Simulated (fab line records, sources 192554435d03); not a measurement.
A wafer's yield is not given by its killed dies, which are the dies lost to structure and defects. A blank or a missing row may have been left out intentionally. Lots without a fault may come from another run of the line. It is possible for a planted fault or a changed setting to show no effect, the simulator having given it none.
2 desks, one fault + flow n5Finfet + what lay behind the numbers comes last; until then each desk has only its own

## FROM THE METROLOGY DESK
What the gauges read for every lot (on any tool): the sampled wafers with a number, averaged. A lot is out of limits, marked OUT, if its mean lies more than 4 standard deviations from the usual mean; the brackets give that distance.
Columns: A = GATE_OVL at N5_DUMMY_GATE_OVL_MEAS_16, usual 0.2 nm
| lot  | first seen here | A    |
|------|-----------------|------|
| L933 | day 2 21:22     | 0.8  |
| L935 | day 3 11:28     | 0.2  |
| L940 | day 4 16:43     | 0.4  |
| L945 | day 6 01:09     | -0.4 |
| L948 | day 6 17:04     | -0.0 |
| L949 | day 6 22:45     | 1.2  |
| L951 | day 7 11:07     | 1.1  |
| L952 | day 7 15:59     | -0.2 |
| L953 | day 7 21:41     | 0.1  |
| L954 | day 8 05:02     | 0.4  |
| L955 | day 8 09:23     | 0.9  |
| L956 | day 8 15:55     | -1.2 |
This desk's verdict: no lot among the 12 shows anything out of limits.

## TOOL OWNER'S DESK, aldSin-01
The tool's own readings at N5_SPACER0_ALD_00 (deposits SiOCN, target thk 3.5 nm, pulse time 3 s, purge time 2 s): means of the sampled wafers that have a number, for each lot that ran on this tool. A lot is out of limits, marked OUT, if its mean lies more than 4 standard deviations from the usual mean; the brackets give that distance.
Columns: A = heaterPowerOuterW at N5_SPACER0_ALD_00, usual 505 W; B = heaterPowerW at N5_SPACER0_ALD_00, usual 803 W; C = precursorPulseHeightRel at N5_SPACER0_ALD_00, usual 1.001; D = susceptorTempC at N5_SPACER0_ALD_00, usual 400.00 C
| lot  | first seen here | A   | B   | C     | D      |
|------|-----------------|-----|-----|-------|--------|
| L933 | day 2 23:02     | 495 | 813 | 0.998 | 400.02 |
| L935 | day 3 12:59     | 514 | 785 | 1.011 | 399.88 |
| L940 | day 4 18:13     | 474 | 748 | 1.012 | 399.85 |
| L952 | day 7 17:40     | 468 | 736 | 0.980 | 399.83 |
| L954 | day 8 06:40     | 490 | 755 | 1.005 | 399.97 |
| L955 | day 8 12:30     | 500 | 797 | 1.012 | 400.01 |
| L956 | day 8 17:41     | 499 | 780 | 1.017 | 400.09 |
This desk's verdict: no lot among the 7 shows anything out of limits.

## ALL TOGETHER
Metrology desk: nothing out of limits seen.
Nothing out of limits was seen by the tool owner's desk.

## WHAT THE SIMULATOR HAD PUT IN
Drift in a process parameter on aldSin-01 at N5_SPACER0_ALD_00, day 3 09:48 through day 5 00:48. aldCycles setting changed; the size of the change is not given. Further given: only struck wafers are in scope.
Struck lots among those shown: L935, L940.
